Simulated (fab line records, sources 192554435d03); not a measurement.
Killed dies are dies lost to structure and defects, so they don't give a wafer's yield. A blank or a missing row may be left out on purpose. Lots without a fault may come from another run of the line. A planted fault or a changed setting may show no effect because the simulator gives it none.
Split-lot experiment | flow n5_finfet | 7 lots, 21 wafers read, on a route of 1938 steps

THE SPLIT
At N5_BEOL_M11_ETCH_41 (etches SiCN in CH3F/O2, target depth 42.6 nm, time 86 s), the setting time_s was moved away from the recipe's 86 s on 6 of the 21 wafers read, by -22.3% to +19.8%. The other wafers ran this setting at the recipe's value.

The reading is taken at the split's own step.

THE READING
etch.depth_nm (the simulator's own value, which no gauge read), in nm, at N5_BEOL_M11_ETCH_41 (etches SiCN in CH3F/O2, target depth 42.6 nm, time 86 s). The file gives no usual value for it. The 15 wafers here that ran the recipe average 32.36 nm, standard deviation 0.39 nm.

wafer  | tool, chamber at the split | time_s as run, s | against the recipe | etch.depth_nm, nm | against lot-mates on the recipe
L076.1 | rie_diel-02, 0             | 86               | recipe             | 31.72             | -
L076.2 | rie_diel-02, 2             | 86               | recipe             | 32.55             | -
L076.5 | rie_diel-02, 0             | 66.78            | -22.3%             | 24.87             | -7.26
L080.1 | rie_diel-02, 3             | 86               | recipe             | 32.44             | -
L080.3 | rie_diel-02, 0             | 86               | recipe             | 31.81             | -
L080.6 | rie_diel-02, 0             | 86               | recipe             | 31.92             | -
L089.3 | rie_diel-01, 3             | 86               | recipe             | 31.62             | -
L089.4 | rie_diel-01, 2             | 76.62            | -10.9%             | 28.46             | -3.16
L089.5 | rie_diel-01, 2             | 76.62            | -10.9%             | 28.38             | -3.24
L094.1 | rie_diel-02, 3             | 86               | recipe             | 32.46             | -
L094.2 | rie_diel-02, 0             | 99.54            | +15.7%             | 38.23             | +5.63
L094.5 | rie_diel-02, 2             | 86               | recipe             | 32.74             | -
L091.2 | rie_diel-02, 3             | 72.73            | -15.4%             | 27.17             | -5.20
L091.4 | rie_diel-02, 1             | 86               | recipe             | 32.27             | -
L091.6 | rie_diel-02, 2             | 86               | recipe             | 32.48             | -
L095.2 | rie_diel-04, 0             | 86               | recipe             | 32.53             | -
L095.3 | rie_diel-04, 1             | 86               | recipe             | 32.75             | -
L095.6 | rie_diel-04, 1             | 86               | recipe             | 32.67             | -
L096.2 | rie_diel-04, 2             | 103              | +19.8%             | 38.95             | +6.21
L096.4 | rie_diel-04, 1             | 86               | recipe             | 32.7              | -
L096.6 | rie_diel-04, 0             | 86               | recipe             | 32.78             | -

THE FIT
A straight line over all 21 wafers: etch.depth_nm changes by +0.345 nm for each +1% of time_s; r = +0.99; the points scatter about the line by 0.37 nm.
The same after taking each lot's own level away (the mean of its wafers on the recipe; 21 wafers): +0.325 nm for each +1%; r = +1.00; scatter 0.25 nm.
On that fit, the largest move of time_s shifts the reading by 7.3 nm.
The lots' own levels span 31.620 to 32.740 nm, that is 2.9 times the standard deviation above.
So the lot-to-lot level changes the slope little: the two slopes agree.
Check: with one of the wafers moved furthest among these (-22.3%) left out of the fit, the line predicts -7.21 nm for it against its lot-mates. It came out at -7.26 nm against them.

OTHER SPLITS ON THESE WAFERS
These wafers also went through other splits before the reading. Each is held against what the fit with the lots' levels taken away leaves over:
other split on the same wafers | wafers away from the commonest value | r with etch.depth_nm (lot level and that fit taken away)
N5_BEOL_M10_ETCH_41 source_w   | 8                                    | +0.48
N5_BEOL_M11_VIA_ETCH_34 time_s | 5                                    | -0.35

THE FILE'S OWN FIT
etch.depth_nm changes by +0.327 nm for each +1% of time_s, r = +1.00.
